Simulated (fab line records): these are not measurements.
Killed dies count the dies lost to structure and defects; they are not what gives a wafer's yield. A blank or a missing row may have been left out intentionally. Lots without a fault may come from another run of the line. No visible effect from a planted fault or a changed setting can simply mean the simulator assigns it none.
What tool caused it? -- flow n5 finfet -- Sampling: 10 lots, 30 wafers, 2 of 1938 route steps

== WHAT EACH GAUGE READ, for each wafer ==
N5_BEOL_M13_INSPECT_30: inspects for defects (macro).
lot,measured,on,raw defect count
L706,day 10 13:58,defect inspect-01,4 2 1
L708,day 11 05:22,defect inspect-01,3 1 1
L710,day 11 19:20,defect inspect-02,1 1 0
L713,day 12 13:01,defect inspect-02,1 1 2
L715,day 13 00:49,defect inspect-01,>300 >300 >300
L718,day 13 11:41,defect inspect-02,>300 >300 >300
L726,day 15 16:00,defect inspect-01,4 1 2
L727,day 15 22:15,defect inspect-02,0 4 4
L728,day 16 03:46,defect inspect-02,3 3 0
L729,day 16 13:46,defect inspect-02,1 2 3

== TOOL THAT RAN EACH LOT (tool first, then ch and the chambers of the sampled wafers, then the start) ==
lot,N5_BEOL_M13_ETCH_59
L706,"rie diel-04 ch 0,2,3, day 10 13:05"
L708,"rie diel-01 ch 1,2, day 11 04:19"
L710,"rie diel-01 ch 1,2,3, day 11 18:20"
L713,"rie diel-03 ch 2,3, day 12 12:01"
L715,"rie diel-01 ch 0,1, day 12 23:47"
L718,"rie diel-01 ch 0,1, day 13 10:49"
L726,"rie diel-03 ch 0,1,2, day 15 14:58"
L727,"rie diel-03 ch 1,2, day 15 21:22"
L728,"rie diel-01 ch 0,1,3, day 16 02:53"
L729,"rie diel-03 ch 0,2,3, day 16 12:50"
- N5_BEOL_M13_ETCH_59: etches BARC in N2/H2, target depth 89 nm, overetch 26.7 nm, time 67.9 s.

== THE ANSWER, worked out from the rows above alone ==
Rule: the lots themselves supply what counts as usual. The widest of any qualifying gaps counts: lots, ordered by their means at a reading, are off when they make up no more than a third of the lots, leave a main group of 4 or more, and stand apart from it by 3 or more times the standard deviation of that group's means. If all means in a main group match to the digits the tables above print for the reading, that group is not used. Also off: a lot with no number at a reading for which 4 or more lots have one. Where the step has rows for the other lots, those lots are counted as sound.
Off: L715, L718, at N5_BEOL_M13_INSPECT_30 (raw defect count). Without a number there: L715, L718. The main group has a mean of 1.9 with a standard deviation of 0.6.
A tool fits if, at a process step before that reading, it ran every lot that is off, and no sound lot after the first of them. The gauges at N5_BEOL_M13_INSPECT_30 are tried like those tools. Not one of the candidates tried fits.

== WHAT THE SIMULATOR HAD INSERTED ==
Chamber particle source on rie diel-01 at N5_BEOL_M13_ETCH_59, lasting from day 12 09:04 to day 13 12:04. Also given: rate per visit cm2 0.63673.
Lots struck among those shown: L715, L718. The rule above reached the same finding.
